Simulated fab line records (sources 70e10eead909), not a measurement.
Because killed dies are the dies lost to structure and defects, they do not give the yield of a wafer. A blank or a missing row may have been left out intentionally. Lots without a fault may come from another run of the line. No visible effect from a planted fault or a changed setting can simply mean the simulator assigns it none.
fab line records	flow nand_harc
record lots=12	wafers=36	last_day=24
route steps=1159 shown A_CHANNEL_HOLE_D1@470 A_CHANNEL_FILL_D1@495 END@1159
lots with no fault: from the same line, run without faults
start_h: hours from the record's first day to the start of the lot's first wafer shown	wait_h: hours elapsed since this lot's preceding step	" identical to the entry in the row above	L1.1+2: several wafers, shown together as one row	- value missing, or start not given	* or withheld: withheld	< > ~ a bound
route shown NAME@n: a module of which the file shows steps, and the number in the route of the first	usual: the fault-free wafers' mean and standard deviation	same: alike in all rows	chamber/n: place in a boat	sites: readings site by site	_std_site: standard deviation across them	_edge_site: inner sites' mean taken away from outer sites' mean	radius_mm: for every site, how far away it sits from the centre of the wafer	mask NAME#n: copy n	behind: tool/chamber where the wafer was last shaped	hold: reason for holding the lot/hours on hold/outcome of the hold	device: the transistor (n, p or np) that didn't switch	end of line: at the end of the route, the tests of the same wafers	a step without rows: its recipe alone	killed: dies that structure and defects cost at the first sort, which is not the same as the wafer's yield	map: a wafer's dies, marking killed ones x, the rest . and places with no die _
set.NAME: the setting as run; set.NAME@STEP: as run at that earlier step	model.NAME: the simulator's own value behind a step, which no gauge read
route steps across a sampled set of lots; one table per step, one row per wafer
services: the hour from which a tool's chamber was out of use, counted from the record's first day as start_h (under 0 if before that day), plus the number of hours and why
## steps
# step NHARC_A_CHANNEL_HOLE_D1_CD_MEAS_18
# usual cd_nm=99.2/1.6
lot.wafer	tool	chamber	start_h	wait_h	cd_nm
L345.2	cd_sem-01	-	168.12	-	98.1
L345.4	"	-	"	"	97.9
L345.6	"	-	"	"	97.2
L346.1	cd_sem-03	-	184.86	-	99.9
L346.3	"	-	"	"	99.9
L346.6	"	-	"	"	101.4
L347.2	cd_sem-03	-	185.24	-	94.3
L347.3	"	-	"	"	98.3
L347.5	"	-	"	"	96.3
L348.1	cd_sem-01	-	198.54	-	100.1
L348.3	"	-	"	"	98.1
L348.5	"	-	"	"	96.4
L349.3	cd_sem-03	-	199.49	-	98.4
L349.5	"	-	"	"	98.6
L349.6	"	-	"	"	98.1
L350.1	cd_sem-02	-	207.12	-	98.9
L350.2	"	-	"	"	96.0
L350.3	"	-	"	"	96.2
L358.2	cd_sem-01	-	259.64	-	101.1
L358.3	"	-	"	"	100.0
L358.5	"	-	"	"	99.3
L360.3	cd_sem-01	-	267.11	-	101.1
L360.4	"	-	"	"	101.8
L360.5	"	-	"	"	101.7
L364.2	cd_sem-03	-	285.82	-	98.5
L364.3	"	-	"	"	98.5
L364.6	"	-	"	"	100.3
L367.1	cd_sem-01	-	307.71	-	102.0
L367.3	"	-	"	"	100.7
L367.4	"	-	"	"	100.8
L368.2	cd_sem-02	-	308.00	-	99.3
L368.3	"	-	"	"	101.0
L368.6	"	-	"	"	99.3
L366.2	cd_sem-01	-	309.73	-	102.2
L366.3	"	-	"	"	100.4
L366.4	"	-	"	"	100.6
# step NHARC_A_CHANNEL_HOLE_D1_ETCH_19
# recipe bias_v=1200	source_w=2500	pressure_mtorr=15	time_s=34.5	ar_flow_sccm=375	c4f8_flow_sccm=28.8	o2_flow_sccm=96.2	temp_c=-20	target_depth_a=*	chemistry=C4F8/O2/Ar
# usual chamber_pressure_mTorr=15.000/0.015	drypump_motor_current_A=5.8/0.46	o2_flow_sccm=96.17/0.27	showerhead_plenum_p_Torr=3.886/0.025	throttle_valve_pct=37.038/0.0079
lot.wafer	tool	chamber	start_h	wait_h	chamber_pressure_mTorr	drypump_motor_current_A	o2_flow_sccm	rf_hours_counter_h	showerhead_plenum_p_Torr	throttle_valve_pct
L345.2	har_etch-02	0	168.19	0.1	15.009	6.4	96.35	102	3.925	37.031
L345.4	"	1	"	"	14.996	5.2	95.52	-	3.925	37.044
L345.6	"	0	"	"	15.002	6.3	96.33	-	3.925	37.044
L346.1	har_etch-02	1	184.95	0.1	15.024	5.2	96.23	106	3.923	37.047
L346.3	"	1	"	"	15.002	5.2	95.89	-	3.923	37.034
L346.6	"	1	"	"	15.007	5.2	96.33	-	3.923	37.034
L347.2	har_etch-01	0	185.33	0.1	14.987	5.8	96.24	188	3.875	37.057
L347.3	"	0	"	"	14.987	5.7	96.06	-	3.875	37.023
L347.5	"	0	"	"	15.001	5.8	95.70	-	3.874	37.038
L348.1	har_etch-02	1	198.62	0.1	15.007	5.2	96.47	112	3.919	37.041
L348.3	"	0	"	"	15.013	6.4	96.18	-	3.920	37.043
L348.5	"	0	"	"	14.979	6.4	96.09	-	3.919	37.029
L349.3	har_etch-01	1	199.59	0.1	15.008	6.0	96.55	-	3.871	37.037
L349.6	"	1	"	"	14.993	5.9	96.45	-	3.871	37.040
L349.5	"	0	"	"	15.017	5.8	95.67	-	3.871	37.035
L350.2	har_etch-01	0	207.20	0.1	14.991	5.8	95.99	198	3.869	37.039
L350.1	"	1	"	"	14.995	6.0	95.93	198	3.868	37.034
L350.3	"	1	"	"	15.015	6.0	95.95	-	3.869	37.041
L358.2	har_etch-01	1	259.74	0.1	14.993	6.0	95.74	218	3.858	37.028
L358.3	"	0	"	"	15.016	5.7	96.45	-	3.857	37.033
L358.5	"	1	"	"	14.987	5.9	95.41	-	3.857	37.029
L360.3	har_etch-01	0	267.22	0.1	15.013	5.8	96.08	-	3.855	37.044
L360.4	"	1	"	"	15.001	6.0	96.02	-	3.855	37.034
L360.5	"	1	"	"	15.013	6.0	96.01	-	3.855	37.046
L364.2	har_etch-02	0	285.89	0.1	14.966	6.4	96.28	151	3.897	37.028
L364.3	"	0	"	"	15.035	6.4	96.01	-	3.897	37.037
L364.6	"	1	"	"	15.008	5.2	96.44	-	3.896	37.028
L367.1	har_etch-02	1	307.78	0.1	15.000	5.2	96.18	162	3.890	37.039
L367.3	"	1	"	"	15.005	5.2	96.17	-	3.890	37.045
L367.4	"	0	"	"	14.978	6.4	96.30	-	3.889	37.041
L368.2	har_etch-02	0	311.98	4.0	14.995	6.3	96.09	166	3.888	37.025
L368.3	"	0	"	"	14.993	6.3	95.98	-	3.887	37.046
L368.6	"	1	"	"	14.987	5.2	96.28	-	3.888	37.019
L366.2	har_etch-02	0	316.15	6.4	15.002	6.4	96.22	170	3.886	37.036
L366.3	"	1	"	"	15.015	5.2	96.03	-	3.886	37.037
L366.4	"	0	"	"	15.000	6.4	96.55	-	3.885	37.043
# step NHARC_A_CHANNEL_HOLE_D1_ETCH_24
# recipe bias_v=5000	source_w=withheld	pressure_mtorr=20	time_s=906.2	ar_flow_sccm=375	c4f8_flow_sccm=93.8	o2_flow_sccm=31.2	temp_c=-20	target_depth_a=15000	chemistry=C4F8/O2/Ar
# usual chamber_pressure_mTorr=19.999/0.018	drypump_motor_current_A=5.8/0.46	o2_flow_sccm=31.19/0.093	showerhead_plenum_p_Torr=3.831/0.024	throttle_valve_pct=32.236/0.0083
lot.wafer	tool	chamber	start_h	wait_h	chamber_pressure_mTorr	drypump_motor_current_A	o2_flow_sccm	rf_hours_counter_h	showerhead_plenum_p_Torr	throttle_valve_pct
L345.2	har_etch-02	0	170.33	0.6	20.027	6.3	31.03	104	3.868	32.234
L345.4	"	1	"	"	20.024	5.2	31.22	-	3.868	32.237
L345.6	"	0	"	"	19.993	6.3	31.08	-	3.869	32.209
L346.1	har_etch-02	1	187.19	0.6	20.013	5.1	31.16	108	3.866	32.226
L346.3	"	1	"	"	20.013	5.2	31.16	-	3.866	32.240
L346.6	"	1	"	"	19.998	5.2	31.24	-	3.866	32.220
L347.2	har_etch-01	0	187.56	0.6	19.966	5.8	31.40	190	3.820	32.247
L347.3	"	0	"	"	20.016	5.8	31.31	-	3.820	32.233
L347.5	"	0	"	"	20.010	5.8	31.18	-	3.821	32.227
L348.1	har_etch-02	1	200.75	0.6	20.000	5.2	31.29	114	3.863	32.233
L348.3	"	0	"	"	20.006	6.3	31.20	-	3.863	32.239
L348.5	"	0	"	"	20.000	6.4	31.04	-	3.863	32.248
L349.3	har_etch-01	1	201.92	0.6	19.984	6.0	31.22	-	3.817	32.218
L349.6	"	1	"	"	19.990	5.9	31.26	-	3.817	32.232
L349.5	"	0	"	"	19.987	5.8	31.18	-	3.817	32.232
L350.2	har_etch-01	0	209.33	0.6	20.021	5.8	31.01	200	3.815	32.237
L350.1	"	1	"	"	19.993	6.0	31.07	200	3.815	32.242
L350.3	"	1	"	"	20.006	6.0	31.28	-	3.815	32.236
L358.2	har_etch-01	1	261.98	0.6	19.988	5.9	31.15	220	3.804	32.234
L358.3	"	0	"	"	19.990	5.8	31.17	-	3.804	32.233
L358.5	"	1	"	"	19.977	6.0	31.13	-	3.804	32.236
L360.3	har_etch-01	0	269.57	0.6	19.968	5.8	31.15	-	3.801	32.247
L360.4	"	1	"	"	19.998	6.0	31.16	-	3.801	32.226
L360.5	"	1	"	"	19.998	6.0	30.98	-	3.802	32.230
L364.2	har_etch-02	0	288.02	0.6	20.011	6.4	31.06	153	3.841	32.232
L364.3	"	0	"	"	20.008	6.4	31.05	-	3.841	32.236
L364.6	"	1	"	"	19.981	5.2	31.07	-	3.841	32.238
L367.1	har_etch-02	1	309.92	0.6	20.007	5.2	31.18	164	3.835	32.248
L367.3	"	1	"	"	19.992	5.2	30.97	-	3.835	32.229
L367.4	"	0	"	"	19.996	6.3	31.29	-	3.835	32.232
L368.2	har_etch-02	0	314.21	0.6	20.010	6.4	31.22	168	3.833	32.231
L368.3	"	0	"	"	20.025	6.4	31.16	-	3.833	32.227
L368.6	"	1	"	"	20.010	5.2	31.28	-	3.833	32.247
L366.2	har_etch-02	0	318.37	0.6	20.015	6.4	31.18	172	3.831	32.229
L366.3	"	1	"	"	19.999	5.2	31.03	-	3.831	32.227
L366.4	"	0	"	"	20.004	6.3	31.10	-	3.831	32.241
# step NHARC_A_CHANNEL_HOLE_D1_INSPECT_40
# usual raw_defect_count=58/14
lot.wafer	tool	chamber	start_h	wait_h	raw_defect_count
L345.2	defect_inspect-02	-	173.89	-	48
L345.4	"	-	"	"	51
L345.6	"	-	"	"	43
L346.1	defect_inspect-02	-	190.63	-	63
L346.3	"	-	"	"	42
L346.6	"	-	"	"	71
L347.2	defect_inspect-02	-	191.17	-	46
L347.3	"	-	"	"	81
L347.5	"	-	"	"	52
L348.1	defect_inspect-01	-	204.32	-	40
L348.3	"	-	"	"	59
L348.5	"	-	"	"	46
L349.3	defect_inspect-02	-	205.25	-	55
L349.5	"	-	"	"	49
L349.6	"	-	"	"	46
L350.1	defect_inspect-01	-	212.96	-	88
L350.2	"	-	"	"	62
L350.3	"	-	"	"	54
L358.2	defect_inspect-02	-	265.46	-	485
L358.3	"	-	"	"	439
L358.5	"	-	"	"	447
L360.3	defect_inspect-02	-	272.87	-	429
L360.4	"	-	"	"	447
L360.5	"	-	"	"	388
L364.2	defect_inspect-02	-	291.61	-	51
L364.3	"	-	"	"	55
L364.6	"	-	"	"	79
L367.1	defect_inspect-01	-	313.53	-	44
L367.3	"	-	"	"	51
L367.4	"	-	"	"	65
L368.2	defect_inspect-01	-	317.67	-	44
L368.3	"	-	"	"	68
L368.6	"	-	"	"	57
L366.2	defect_inspect-01	-	321.81	-	47
L366.3	"	-	"	"	64
L366.4	"	-	"	"	58
# step NHARC_A_CHANNEL_FILL_D1_ALD_15
# recipe target_thk_a=20	pulse_time_s=60	ald_cycles=19	temp_c=630	pressure_torr=2	material=SiNx
# usual precursor_pulse_height_rel=0.998/0.019
lot.wafer	tool	chamber	start_h	wait_h	precursor_pulse_height_rel
L345.2	ald_sin_batch-02	0	-	-	1.008
L345.4	"	0	"	"	1.008
L345.6	"	0	"	"	0.999
L346.1	ald_sin_batch-01	0	-	-	0.992
L346.3	"	0	"	"	1.012
L346.6	"	0	"	"	1.001
L347.2	ald_sin_batch-01	0	-	-	1.014
L347.3	"	0	"	"	0.982
L347.5	"	0	"	"	1.008
L348.1	ald_sin_batch-01	0	-	-	1.014
L348.3	"	0	"	"	0.991
L348.5	"	0	"	"	0.992
L349.3	ald_sin_batch-01	0	-	-	1.018
L349.5	"	0	"	"	0.965
L349.6	"	0	"	"	1.016
L350.1	ald_sin_batch-01	0	-	-	1.005
L350.2	"	0	"	"	0.990
L350.3	"	0	"	"	0.982
L358.2	ald_sin_batch-01	0	-	-	0.993
L358.3	"	0	"	"	0.972
L358.5	"	0	"	"	0.974
L360.3	ald_sin_batch-02	0	-	-	1.015
L360.4	"	0	"	"	1.001
L360.5	"	0	"	"	0.996
L364.2	ald_sin_batch-02	0	-	-	0.958
L364.3	"	0	"	"	1.002
L364.6	"	0	"	"	1.012
L367.1	ald_sin_batch-01	0	-	-	1.026
L367.3	"	0	"	"	1.015
L367.4	"	0	"	"	0.986
L368.2	ald_sin_batch-01	0	-	-	0.992
L368.3	"	0	"	"	1.032
L368.6	"	0	"	"	0.949
L366.2	ald_sin_batch-01	0	-	-	1.006
L366.3	"	0	"	"	1.006
L366.4	"	0	"	"	1.024
# step NHARC_END_SORT_01
# recipe temp_c=25
# usual killed_at_array=29/11	killed_at_other=0.6/0.92	killed_at_periphery=3.2/2	killed_dies=33/11	killed_open=3.2/2	killed_short=1.9/1.5
# same gross_dies=677
lot.wafer	tool	chamber	start_h	wait_h	killed_at_array	killed_at_other	killed_at_periphery	killed_dies	killed_open	killed_short
L358.2	prober-01	0	511.62	2.8	94	0	6	100	4	1
L358.3	prober-01	0	512.40	3.1	103	0	2	105	1	3
L358.5	prober-01	0	513.97	3.6	95	0	1	96	7	1
L360.3	prober-02	0	521.04	3.1	107	0	2	109	1	1
L360.4	prober-02	0	521.84	3.4	104	0	3	107	5	3
L360.5	prober-02	0	522.63	3.7	94	0	4	98	5	4
# killed by level:class
L358.2 A_CHANNEL_HOLE_D1:unspecified=66 A_SLIT:chamber_film_flake=9 A_CONTACT:chamber_film_flake=8 A_CHANNEL_HOLE_D1:chamber_film_flake=5 P_ZERO_WELL:chamber_film_flake=4 A_CHANNEL_FILL_D1:geometric_particle:open=2 P_STI:geometric_particle:open=1 A_CHANNEL_HOLE_D1:geometric_particle:short=1
L358.3 A_CHANNEL_HOLE_D1:unspecified=72 A_SLIT:chamber_film_flake=17 A_STAIRCASE:chamber_film_flake=3 A_CONTACT:chamber_film_flake=3 A_CHANNEL_HOLE_D1:chamber_film_flake=2 A_ONON_D1:geometric_particle:short=1 A_CHANNEL_HOLE_D1:geometric_particle:short=1 A_WL_FILL:geometric_particle:short=1
L358.5 A_CHANNEL_HOLE_D1:unspecified=70 A_SLIT:chamber_film_flake=11 A_CHANNEL_HOLE_D1:chamber_film_flake=6 A_CONTACT:geometric_particle:open=3 P_M0:geometric_particle:open=1 A_ONON_D1:geometric_particle:open=1 A_CHANNEL_HOLE_D1:geometric_particle:open=1 A_CHANNEL_FILL_D1:geometric_particle:open=1
L360.3 A_CHANNEL_HOLE_D1:unspecified=84 A_SLIT:chamber_film_flake=12 A_CHANNEL_HOLE_D1:chamber_film_flake=7 P_CONTACT:geometric_particle:open=1 A_WL_FILL:geometric_particle:short=1 P_ZERO_WELL:chamber_film_flake=1 A_CHANNEL_FILL_D1:chamber_film_flake=1 A_STAIRCASE:chamber_film_flake=1
L360.4 A_CHANNEL_HOLE_D1:unspecified=74 A_CHANNEL_HOLE_D1:chamber_film_flake=9 A_SLIT:chamber_film_flake=8 A_CONTACT:chamber_film_flake=5 A_BLC:geometric_particle:open=2 A_M0:geometric_particle:short=2 A_CHANNEL_FILL_D1:chamber_film_flake=2 P_CONTACT:geometric_particle:short=1
L360.5 A_CHANNEL_HOLE_D1:unspecified=60 A_SLIT:chamber_film_flake=12 A_CHANNEL_HOLE_D1:chamber_film_flake=8 A_CONTACT:chamber_film_flake=3 A_CONTACT:geometric_particle:short=2 A_BLC:geometric_particle:open=2 P_STI:chamber_film_flake=2 A_STAIRCASE:chamber_film_flake=2
## services
tool	chamber	start_h	hours	kind
ald_sin_batch-01	-	156.71	14.5	repair
har_etch-01	-	305.00	17.0	pm
har_etch-01	0	305.00	17.0	vent_cycle
har_etch-01	1	305.00	17.0	vent_cycle
har_etch-01	0	322.00	-	clean
har_etch-01	0	322.00	-	consumable_replace:focus_ring
har_etch-01	1	322.00	-	clean
har_etch-01	1	322.00	-	consumable_replace:focus_ring
## key
first_sign step=NHARC_A_CHANNEL_HOLE_D1_INSPECT_40	reading=raw_defect_count	direction=up	sigmas=26	usual=58	struck=439
effect step=NHARC_END_SORT_01	reading=killed_at_array	direction=up	sigmas=6.6	usual=29	struck=100
more_kills_born_at NHARC_A_CHANNEL_HOLE_D1_ETCH_19@har_etch-01=342
met_at NHARC_A_CHANNEL_HOLE_D1_ETCH_19
struck_lots L358,L360
tester_left_out L358,L360
not_acting_at NHARC_A_CHANNEL_HOLE_D1_CD_MEAS_18,NHARC_A_CHANNEL_HOLE_D1_ETCH_24,NHARC_A_CHANNEL_FILL_D1_ALD_15
onset_between 207.20 259.74
fault kind=chamber_particle_source	tool=har_etch-01	chamber=-	onset_h=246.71	steps=NHARC_A_CHANNEL_HOLE_D1_ETCH_19	rate_per_visit_cm2=0.55702	end_h=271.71
# tester_left_out: of these lots the tester's yield and bins aren't shown, on N5 and GAA mostly nor the transistor test; their killed dies are dies lost to structure and defects alone, not to doping, threshold or leakage, so they don't give the yield
